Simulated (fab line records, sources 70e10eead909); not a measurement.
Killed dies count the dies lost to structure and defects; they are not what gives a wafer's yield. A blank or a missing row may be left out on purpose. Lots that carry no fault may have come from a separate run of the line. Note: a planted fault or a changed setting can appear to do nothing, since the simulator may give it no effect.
fab line records / flow nand-harc
record: lots: 5 wafers: 15 last-day: 26
route steps=1159 shown P_ZERO_WELL@44 END@1159
lots untouched by any fault: they come from a run of this same line in which no faults occurred
start-h: the number of hours between the record's first day and the start of the first shown wafer of the lot / wait-h: hours from the lot's prior step to this one / " repeats the value in the row above / L1.1+2: a row that stands for several wafers / - no value, or no start given / * or withheld: withheld / < > ~ a bound
route shown NAME@n: NAME is a module with steps in the file, n the number in the route of the first one / usual: mean and standard deviation over wafers with no fault / same: alike in all rows / chamber/n: place in a boat / sites: per-site readings / _std_site: the standard deviation of these / _edge_site: the outer-site mean with the inner-site mean subtracted / radius-mm: for every site, how far away it sits from the centre of the wafer / mask NAME#n: copy n / behind: tool/chamber where the wafer was last shaped / hold: why the lot was held/for how many hours/how that ended / device: the n, p or np transistor that did not switch / end of line: the route-end tests of the same wafers / for a step that has no rows: nothing shown but its recipe / killed: dies that structure and defects cost at the first sort, which is not the same as the wafer's yield / map: a wafer's dies, marking killed ones x, the rest . and places with no die _
set.NAME: the setting that was run; set.NAME@STEP: the one run at that earlier step / model.NAME: the simulator's own value behind a step, which no gauge read
lots at selected steps of the route; one table per step, one row per wafer
services: the hour from which a tool's chamber was out of use, counted from the record's first day as start-h (under 0 if before that day), plus the number of hours and why
== steps ==
step: NHARC_P_ZERO_WELL_CD_MEAS_37
recipe: target-cd-nm: 720 landing-energy-ev: 500
usual: cd-nm: 719.7/1.3
lot.wafer=L603.2 tool=cd-sem-03 chamber=0 start-h=34.03 wait-h=- cd-nm=719.8
lot.wafer=L603.3 tool=cd-sem-03 chamber=0 start-h=34.03 wait-h=- cd-nm=719.1
lot.wafer=L603.5 tool=cd-sem-03 chamber=0 start-h=34.03 wait-h=- cd-nm=718.3
lot.wafer=L607.1 tool=cd-sem-03 chamber=0 start-h=60.34 wait-h=- cd-nm=722.4
lot.wafer=L607.5 tool=cd-sem-03 chamber=0 start-h=60.34 wait-h=- cd-nm=719.6
lot.wafer=L607.6 tool=cd-sem-03 chamber=0 start-h=60.34 wait-h=- cd-nm=720.5
lot.wafer=L608.1 tool=cd-sem-02 chamber=0 start-h=64.27 wait-h=- cd-nm=722.2
lot.wafer=L608.3 tool=cd-sem-02 chamber=0 start-h=64.27 wait-h=- cd-nm=722.8
lot.wafer=L608.5 tool=cd-sem-02 chamber=0 start-h=64.27 wait-h=- cd-nm=719.5
lot.wafer=L618.1 tool=cd-sem-03 chamber=0 start-h=124.11 wait-h=- cd-nm=719.3
lot.wafer=L618.3 tool=cd-sem-03 chamber=0 start-h=124.11 wait-h=- cd-nm=719.8
lot.wafer=L618.4 tool=cd-sem-03 chamber=0 start-h=124.11 wait-h=- cd-nm=719.8
lot.wafer=L619.3 tool=cd-sem-03 chamber=0 start-h=130.28 wait-h=- cd-nm=717.7
lot.wafer=L619.4 tool=cd-sem-03 chamber=0 start-h=130.28 wait-h=- cd-nm=717.9
lot.wafer=L619.6 tool=cd-sem-03 chamber=0 start-h=130.28 wait-h=- cd-nm=718.3
step: NHARC_P_ZERO_WELL_HARDBAKE_38
recipe: temp-c: 125 time-s: 80
step: NHARC_P_ZERO_WELL_DESCUM_39
recipe: time-s: 3 o2-flow-sccm: 200 ar-flow-sccm: 0 bias-power-w: 0 chemistry: O2
usual: drypump-motor-current-A: 5.8/0.39 oes-product-au: 1.002/0.008 rf-vpp-V: 58.0/0.97 showerhead-plenum-p-Torr: 1.94/0.086 throttle-valve-pct: 11.311/0.0083
lot.wafer=L603.3 tool=rie-diel-01 chamber=0 start-h=34.19 wait-h=- drypump-motor-current-A=6.3 oes-product-au=0.997 rf-hours-counter-h=4 rf-vpp-V=58.2 showerhead-plenum-p-Torr=1.92 throttle-valve-pct=11.318
lot.wafer=L603.2 tool=rie-diel-01 chamber=2 start-h=34.19 wait-h=- drypump-motor-current-A=5.7 oes-product-au=1.008 rf-hours-counter-h=5 rf-vpp-V=58.7 showerhead-plenum-p-Torr=1.97 throttle-valve-pct=11.321
lot.wafer=L603.5 tool=rie-diel-01 chamber=1 start-h=34.19 wait-h=- drypump-motor-current-A=5.2 oes-product-au=0.999 rf-hours-counter-h=- rf-vpp-V=55.1 showerhead-plenum-p-Torr=1.80 throttle-valve-pct=11.318
lot.wafer=L607.1 tool=rie-diel-01 chamber=2 start-h=60.53 wait-h=- drypump-motor-current-A=5.7 oes-product-au=1.005 rf-hours-counter-h=7 rf-vpp-V=58.3 showerhead-plenum-p-Torr=1.97 throttle-valve-pct=11.330
lot.wafer=L607.6 tool=rie-diel-01 chamber=0 start-h=60.53 wait-h=- drypump-motor-current-A=6.3 oes-product-au=1.006 rf-hours-counter-h=- rf-vpp-V=58.9 showerhead-plenum-p-Torr=1.92 throttle-valve-pct=11.314
lot.wafer=L607.5 tool=rie-diel-01 chamber=1 start-h=60.53 wait-h=- drypump-motor-current-A=5.2 oes-product-au=1.005 rf-hours-counter-h=- rf-vpp-V=57.4 showerhead-plenum-p-Torr=1.80 throttle-valve-pct=11.297
lot.wafer=L608.3 tool=rie-diel-02 chamber=3 start-h=64.44 wait-h=- drypump-motor-current-A=5.5 oes-product-au=0.983 rf-hours-counter-h=3 rf-vpp-V=57.0 showerhead-plenum-p-Torr=1.88 throttle-valve-pct=11.328
lot.wafer=L608.1 tool=rie-diel-02 chamber=1 start-h=64.44 wait-h=- drypump-motor-current-A=5.5 oes-product-au=0.999 rf-hours-counter-h=7 rf-vpp-V=58.1 showerhead-plenum-p-Torr=2.05 throttle-valve-pct=11.320
lot.wafer=L608.5 tool=rie-diel-02 chamber=3 start-h=64.44 wait-h=- drypump-motor-current-A=5.5 oes-product-au=0.988 rf-hours-counter-h=- rf-vpp-V=59.1 showerhead-plenum-p-Torr=1.88 throttle-valve-pct=11.310
lot.wafer=L618.4 tool=rie-diel-01 chamber=3 start-h=124.29 wait-h=- drypump-motor-current-A=5.5 oes-product-au=1.004 rf-hours-counter-h=9 rf-vpp-V=56.6 showerhead-plenum-p-Torr=1.98 throttle-valve-pct=11.298
lot.wafer=L618.1 tool=rie-diel-01 chamber=0 start-h=124.29 wait-h=- drypump-motor-current-A=6.3 oes-product-au=1.003 rf-hours-counter-h=10 rf-vpp-V=58.2 showerhead-plenum-p-Torr=1.92 throttle-valve-pct=11.312
lot.wafer=L618.3 tool=rie-diel-01 chamber=1 start-h=124.29 wait-h=- drypump-motor-current-A=5.2 oes-product-au=1.001 rf-hours-counter-h=10 rf-vpp-V=57.8 showerhead-plenum-p-Torr=1.80 throttle-valve-pct=11.320
lot.wafer=L619.4 tool=rie-diel-10 chamber=2 start-h=130.46 wait-h=- drypump-motor-current-A=6.4 oes-product-au=0.999 rf-hours-counter-h=11 rf-vpp-V=57.8 showerhead-plenum-p-Torr=1.87 throttle-valve-pct=11.298
lot.wafer=L619.3 tool=rie-diel-10 chamber=3 start-h=130.46 wait-h=- drypump-motor-current-A=6.6 oes-product-au=1.005 rf-hours-counter-h=11 rf-vpp-V=58.6 showerhead-plenum-p-Torr=1.84 throttle-valve-pct=11.309
lot.wafer=L619.6 tool=rie-diel-10 chamber=0 start-h=130.46 wait-h=- drypump-motor-current-A=6.1 oes-product-au=1.003 rf-hours-counter-h=- rf-vpp-V=58.6 showerhead-plenum-p-Torr=2.00 throttle-valve-pct=11.306
step: NHARC_P_ZERO_WELL_IMPLANT_40
recipe: energy-kev: 300 dose-cm2: 1e+13 tilt-deg: 7
step: NHARC_P_ZERO_WELL_IMPLANT_59
recipe: energy-kev: 120 dose-cm2: 5e+12 tilt-deg: 7
step: NHARC_P_ZERO_WELL_IMPLANT_60
recipe: energy-kev: 30 dose-cm2: 2e+12 tilt-deg: 7
step: NHARC_P_ZERO_WELL_STRIP_41
recipe: time-s: 840 temp-c: 130 chemistry: SPM
step: NHARC_P_ZERO_WELL_DEHYDRATE_44
recipe: temp-c: 150 time-s: 120
step: NHARC_P_ZERO_WELL_HMDS_45
recipe: time-s: 30
step: NHARC_P_ZERO_WELL_COAT_46
recipe: spin-rpm: withheld
step: NHARC_P_ZERO_WELL_SOFTBAKE_47
recipe: temp-c: 122 time-s: 95
step: NHARC_P_ZERO_WELL_EBR_48
step: NHARC_P_ZERO_WELL_EXPOSE_49
recipe: na: 0.6 target-cd-nm: 2000 dose-mj: 22.64 mask-id: P_HVPW
lot.wafer=L603.2+3+5 tool=krf-scanner-01 chamber=0 start-h=35.52 wait-h=- mask=P_HVPW#0
lot.wafer=L607.1+5+6 tool=krf-scanner-02 chamber=0 start-h=61.70 wait-h=- mask=P_HVPW_R1#0
lot.wafer=L608.1+3+5 tool=krf-scanner-02 chamber=0 start-h=65.63 wait-h=- mask=P_HVPW#0
lot.wafer=L618.1+3+4 tool=krf-scanner-02 chamber=0 start-h=125.61 wait-h=- mask=P_HVPW#0
lot.wafer=L619.3+4+6 tool=krf-scanner-03 chamber=0 start-h=131.76 wait-h=- mask=P_HVPW#0
step: NHARC_P_ZERO_WELL_PEB_50
recipe: peb-temp-c: 118 peb-time-s: 85
step: NHARC_P_ZERO_WELL_DEVELOP_51
recipe: time-s: 70
step: NHARC_P_ZERO_WELL_CD_MEAS_52
recipe: target-cd-nm: 2000 landing-energy-ev: 500
usual: cd-nm: 2000.2/1.3
lot.wafer=L603.2 tool=cd-sem-01 chamber=0 start-h=35.68 wait-h=- cd-nm=1999.6
lot.wafer=L603.3 tool=cd-sem-01 chamber=0 start-h=35.68 wait-h=- cd-nm=1999.1
lot.wafer=L603.5 tool=cd-sem-01 chamber=0 start-h=35.68 wait-h=- cd-nm=1999.6
lot.wafer=L607.1 tool=cd-sem-01 chamber=0 start-h=61.86 wait-h=- cd-nm=1568.2
lot.wafer=L607.5 tool=cd-sem-01 chamber=0 start-h=61.86 wait-h=- cd-nm=1569.0
lot.wafer=L607.6 tool=cd-sem-01 chamber=0 start-h=61.86 wait-h=- cd-nm=1569.4
lot.wafer=L608.1 tool=cd-sem-01 chamber=0 start-h=65.78 wait-h=- cd-nm=2000.9
lot.wafer=L608.3 tool=cd-sem-01 chamber=0 start-h=65.78 wait-h=- cd-nm=1999.7
lot.wafer=L608.5 tool=cd-sem-01 chamber=0 start-h=65.78 wait-h=- cd-nm=1998.7
lot.wafer=L618.1 tool=cd-sem-02 chamber=0 start-h=125.77 wait-h=- cd-nm=2000.5
lot.wafer=L618.3 tool=cd-sem-02 chamber=0 start-h=125.77 wait-h=- cd-nm=2001.2
lot.wafer=L618.4 tool=cd-sem-02 chamber=0 start-h=125.77 wait-h=- cd-nm=1999.9
lot.wafer=L619.3 tool=cd-sem-02 chamber=0 start-h=131.92 wait-h=- cd-nm=2000.4
lot.wafer=L619.4 tool=cd-sem-02 chamber=0 start-h=131.92 wait-h=- cd-nm=1998.8
lot.wafer=L619.6 tool=cd-sem-02 chamber=0 start-h=131.92 wait-h=- cd-nm=2000.5
step: NHARC_P_ZERO_WELL_HARDBAKE_53
recipe: temp-c: 125 time-s: 80
step: NHARC_P_ZERO_WELL_DESCUM_54
recipe: time-s: 3 o2-flow-sccm: 200 ar-flow-sccm: 0 bias-power-w: 0 chemistry: O2
usual: drypump-motor-current-A: 5.9/0.43 oes-product-au: 1.001/0.0075 rf-vpp-V: 58.0/0.88 showerhead-plenum-p-Torr: 1.94/0.079 throttle-valve-pct: 11.312/0.0079
lot.wafer=L603.3 tool=rie-diel-01 chamber=3 start-h=35.84 wait-h=- drypump-motor-current-A=5.5 oes-product-au=1.003 rf-hours-counter-h=5 rf-vpp-V=57.5 showerhead-plenum-p-Torr=1.98 throttle-valve-pct=11.308 model.P_ZERO_WELL.cd-nm=2000
lot.wafer=L603.2 tool=rie-diel-01 chamber=1 start-h=35.84 wait-h=- drypump-motor-current-A=5.2 oes-product-au=1.009 rf-hours-counter-h=4 rf-vpp-V=56.4 showerhead-plenum-p-Torr=1.80 throttle-valve-pct=11.312 model.P_ZERO_WELL.cd-nm=2000
lot.wafer=L603.5 tool=rie-diel-01 chamber=0 start-h=35.84 wait-h=- drypump-motor-current-A=6.3 oes-product-au=1.012 rf-hours-counter-h=- rf-vpp-V=57.1 showerhead-plenum-p-Torr=1.92 throttle-valve-pct=11.321 model.P_ZERO_WELL.cd-nm=2000
lot.wafer=L607.1 tool=rie-diel-10 chamber=1 start-h=62.02 wait-h=- drypump-motor-current-A=5.3 oes-product-au=1.005 rf-hours-counter-h=5 rf-vpp-V=58.1 showerhead-plenum-p-Torr=1.93 throttle-valve-pct=11.312 model.P_ZERO_WELL.cd-nm=1568
lot.wafer=L607.5 tool=rie-diel-10 chamber=1 start-h=62.02 wait-h=- drypump-motor-current-A=5.3 oes-product-au=1.005 rf-hours-counter-h=- rf-vpp-V=59.3 showerhead-plenum-p-Torr=1.93 throttle-valve-pct=11.313 model.P_ZERO_WELL.cd-nm=1569
lot.wafer=L607.6 tool=rie-diel-10 chamber=2 start-h=62.02 wait-h=- drypump-motor-current-A=6.4 oes-product-au=1.001 rf-hours-counter-h=- rf-vpp-V=58.5 showerhead-plenum-p-Torr=1.87 throttle-valve-pct=11.314 model.P_ZERO_WELL.cd-nm=1569
lot.wafer=L608.3 tool=rie-diel-01 chamber=2 start-h=65.97 wait-h=- drypump-motor-current-A=5.6 oes-product-au=1.000 rf-hours-counter-h=7 rf-vpp-V=57.8 showerhead-plenum-p-Torr=1.97 throttle-valve-pct=11.309 model.P_ZERO_WELL.cd-nm=2000
lot.wafer=L608.1 tool=rie-diel-01 chamber=3 start-h=65.97 wait-h=- drypump-motor-current-A=5.5 oes-product-au=1.009 rf-hours-counter-h=7 rf-vpp-V=58.3 showerhead-plenum-p-Torr=1.98 throttle-valve-pct=11.314 model.P_ZERO_WELL.cd-nm=2001
lot.wafer=L608.5 tool=rie-diel-01 chamber=1 start-h=65.97 wait-h=- drypump-motor-current-A=5.2 oes-product-au=0.997 rf-hours-counter-h=- rf-vpp-V=56.6 showerhead-plenum-p-Torr=1.80 throttle-valve-pct=11.307 model.P_ZERO_WELL.cd-nm=1999
lot.wafer=L618.1 tool=rie-diel-02 chamber=0 start-h=125.94 wait-h=- drypump-motor-current-A=6.0 oes-product-au=0.991 rf-hours-counter-h=12 rf-vpp-V=58.5 showerhead-plenum-p-Torr=1.88 throttle-valve-pct=11.301 model.P_ZERO_WELL.cd-nm=2001
lot.wafer=L618.3 tool=rie-diel-02 chamber=1 start-h=125.94 wait-h=- drypump-motor-current-A=5.5 oes-product-au=0.998 rf-hours-counter-h=12 rf-vpp-V=58.5 showerhead-plenum-p-Torr=2.05 throttle-valve-pct=11.306 model.P_ZERO_WELL.cd-nm=2001
lot.wafer=L618.4 tool=rie-diel-02 chamber=2 start-h=125.94 wait-h=- drypump-motor-current-A=5.8 oes-product-au=0.996 rf-hours-counter-h=11 rf-vpp-V=58.5 showerhead-plenum-p-Torr=2.06 throttle-valve-pct=11.314 model.P_ZERO_WELL.cd-nm=2000
lot.wafer=L619.3 tool=rie-diel-10 chamber=1 start-h=132.08 wait-h=- drypump-motor-current-A=5.3 oes-product-au=1.013 rf-hours-counter-h=11 rf-vpp-V=59.4 showerhead-plenum-p-Torr=1.93 throttle-valve-pct=11.297 model.P_ZERO_WELL.cd-nm=2001
lot.wafer=L619.4 tool=rie-diel-10 chamber=2 start-h=132.08 wait-h=- drypump-motor-current-A=6.4 oes-product-au=0.990 rf-hours-counter-h=11 rf-vpp-V=57.0 showerhead-plenum-p-Torr=1.87 throttle-valve-pct=11.305 model.P_ZERO_WELL.cd-nm=1999
lot.wafer=L619.6 tool=rie-diel-10 chamber=0 start-h=132.08 wait-h=- drypump-motor-current-A=6.1 oes-product-au=1.003 rf-hours-counter-h=- rf-vpp-V=57.8 showerhead-plenum-p-Torr=2.00 throttle-valve-pct=11.323 model.P_ZERO_WELL.cd-nm=2001
step: NHARC_P_ZERO_WELL_IMPLANT_55
recipe: energy-kev: 180 dose-cm2: 8e+11 tilt-deg: 7
step: NHARC_END_SORT_01
recipe: temp-c: 25
usual: killed-at-array: 28/11 killed-at-other: 0.9/1.2 killed-at-periphery: 2.6/2.1 killed-dies: 31/11 killed-open: 3.1/1.7 killed-short: 1.9/1.3
same: gross-dies: 677
lot.wafer=L607.1 tool=prober-02 chamber=0 start-h=586.33 wait-h=2.5 killed-at-array=10 killed-at-other=3 killed-at-periphery=580 killed-dies=593 killed-open=4 killed-short=3
lot.wafer=L607.5 tool=prober-02 chamber=0 start-h=589.55 wait-h=3.7 killed-at-array=16 killed-at-other=1 killed-at-periphery=600 killed-dies=617 killed-open=4 killed-short=2
lot.wafer=L607.6 tool=prober-02 chamber=0 start-h=590.36 wait-h=4.0 killed-at-array=14 killed-at-other=2 killed-at-periphery=587 killed-dies=603 killed-open=4 killed-short=2
killed by level:class
L607.1 P_ZERO_WELL:area-expose=579 THIN_TSV:chamber-film-flake=3 A_M0:geometric-particle:open=2 P_M0:geometric-particle:open=1 A_ONON_D1:geometric-particle:open=1 A_SGD_CUT:geometric-particle:short=1 A_WL_FILL:geometric-particle:short=1 A_CONTACT:geometric-particle:short=1
L607.5 P_ZERO_WELL:area-expose=600 A_CHANNEL_HOLE_D1:chamber-film-flake=4 A_CONTACT:chamber-film-flake=3 A_M0:geometric-particle:open=2 A_M0:chamber-film-flake=2 A_CHANNEL_HOLE_D1:geometric-particle:short=1 A_CHANNEL_HOLE_D1:geometric-particle:open=1 A_CONTACT:geometric-particle:open=1
L607.6 P_ZERO_WELL:area-expose=584 A_CHANNEL_HOLE_D1:chamber-film-flake=7 THIN_TSV:chamber-film-flake=2 P_M1:geometric-particle:open=1 A_ONON_D1:geometric-particle:short=1 A_CONTACT:geometric-particle:open=1 A_M0:geometric-particle:open=1 A_M0:geometric-particle:short=1
map L607.5 (x killed, . not)
____________x____________
_________xxxxxxx_________
_______xxxxxxxxxxx_______
______xxxxxxxxxxxxx______
_____xxxxxxxxxxxxxxx_____
____xxxxxxxxxxxxxxxxx____
____xxxxxx.xxxxxxxxxx____
___xxxxxxx.x..xxxxxxxx___
___xxxxxxxxxxxxxxxxxxx___
__xxxxxxxxx.xxxx.xxxxxx__
__xxxxxx.xxxxxxxxxxxxxx__
_xxxxxxxxxxxxxxxxx.xxxxx_
_xxxxxxxx..xxxxxxxxxxxxx_
_xxxxxxxx.xxx.xxxxxxxxxx_
_xxx.xxx.xx.x.xxxxxxxxxx_
_xxx.xxx.xx.....xxxxxxxx_
xxxxx.xxxxxx...xx.xxxxxxx
xxxxxxxxx.xxx..x.xxxxxxxx
xxxxxxxx.xxx.x.x...xxxxxx
xxxxxxxxx.xx.xx.x.xx.xxxx
xxxxxxx.xx.xx.x..xx.xxxxx
_xxxx.xxxxxx.x.xxxxxxxxx_
_xxxxxxxxxxxxxxxxxxxxxxx_
_xxxxxxxx..xxxxxxxxxxxxx_
_xxxxxx.x.xxxx.xxxxxxxxx_
_xxxxxxxxx.xxxxxxxxxxxxx_
__xxxxxxxxxxxxxxxxxxxxx__
__xxxxxxxxx.xxxxxxxxxxx__
___xxxxx.xxxxxxxxxxxxx___
___xxxxxxxxxxxxxxxxxxx___
____xxxxxxxxxxxxxxxxx____
____xxxxxxxxxxxxxxxxx____
_____xxxxxxxxxxxxxxx_____
______xxxxxxxxxxxxx______
_______xxxxxxxxxxx_______
_________xxxxxxx_________
____________x____________
map L618.3 (x killed, . not)
____________.____________
_________......._________
_______x.........._______
______...x.........______
_____xxx............_____
____..x.x............____
____.xx..x...........____
___...xxxx............___
___...xxxxx...........___
__...x.x.xx............__
__....x..x....x..x...x.__
_x.....x.........x......_
_......................._
_......................._
_......................._
_......................._
.........................
......x..................
x........................
.........................
.........................
_......................._
_......................._
_......................._
_......................._
_......................._
__......x..............__
__.....................__
___...................___
___x............x.....___
____.................____
____..x............x.____
_____..............._____
______.............______
_______.x........._______
_________......._________
____________.____________
== services ==
tool=rie-diel-01 chamber=0 start-h=18.98 hours=- kind=clean
tool=rie-diel-01 chamber=1 start-h=18.98 hours=- kind=clean
tool=rie-diel-01 chamber=2 start-h=18.98 hours=- kind=clean
tool=rie-diel-01 chamber=3 start-h=18.98 hours=- kind=clean
tool=krf-scanner-02 chamber=- start-h=38.00 hours=4.0 kind=pm
tool=krf-scanner-03 chamber=- start-h=38.24 hours=1.1 kind=repair
tool=rie-diel-01 chamber=0 start-h=43.48 hours=- kind=clean
tool=rie-diel-01 chamber=1 start-h=43.48 hours=- kind=clean
tool=rie-diel-01 chamber=2 start-h=43.48 hours=- kind=clean
tool=rie-diel-01 chamber=3 start-h=43.48 hours=- kind=clean
tool=rie-diel-01 chamber=2 start-h=63.93 hours=1.9 kind=repair
tool=rie-diel-01 chamber=0 start-h=67.98 hours=- kind=clean
tool=rie-diel-01 chamber=1 start-h=67.98 hours=- kind=clean
tool=rie-diel-01 chamber=2 start-h=67.98 hours=- kind=clean
tool=rie-diel-01 chamber=3 start-h=76.45 hours=6.5 kind=repair
tool=krf-scanner-02 chamber=- start-h=76.63 hours=0.7 kind=repair
tool=krf-scanner-01 chamber=- start-h=87.10 hours=4.0 kind=pm
tool=rie-diel-10 chamber=1 start-h=89.64 hours=6.7 kind=repair
tool=rie-diel-10 chamber=0 start-h=92.79 hours=2.4 kind=repair
tool=rie-diel-01 chamber=3 start-h=110.10 hours=10.6 kind=repair
tool=rie-diel-10 chamber=0 start-h=110.67 hours=8.8 kind=repair
tool=krf-scanner-03 chamber=- start-h=119.74 hours=2.0 kind=repair
tool=rie-diel-01 chamber=- start-h=125.82 hours=0.7 kind=repair
tool=krf-scanner-03 chamber=- start-h=131.98 hours=5.0 kind=repair
== key ==
first-sign: step: NHARC_P_ZERO_WELL_EXPOSE_49 reading: mask direction: changed
effect: step: NHARC_P_ZERO_WELL_CD_MEAS_52 reading: cd-nm direction: down sigmas: 99+ usual: 2000.2 struck: 1568.9
effect: step: NHARC_END_SORT_01 reading: killed-at-periphery direction: up sigmas: 99+ usual: 2.6 struck: 589
model-effect: step: NHARC_P_ZERO_WELL_DESCUM_54 value: P_ZERO_WELL.cd-nm without: 2001 struck: 1569
more-kills-born-at: NHARC_P_ZERO_WELL_EXPOSE_49@krf-scanner-02: 1763
met-at NHARC_P_ZERO_WELL_EXPOSE_49
struck-wafers L607.1,L607.5,L607.6
later-rows-left-out L607.1,L607.5,L607.6
tester-left-out L607
fault: kind: wrong-mask tool: any chamber: - onset-h: 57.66 steps: NHARC_P_ZERO_WELL_EXPOSE_49 aux-copy: P_HVPW_R1#0 cd-offset-nm: -431.58 scope: struck-lots-only
tester-left-out: of these lots the tester's yield and bins aren't shown, on N5 and GAA mostly nor the transistor test; their killed dies are dies lost to structure and defects alone, not to doping, threshold or leakage, so they don't give the yield
later-rows-left-out: the simulator's readings of these wafers behind a module that went badly wrong aren't trusted and aren't shown, but for the sort
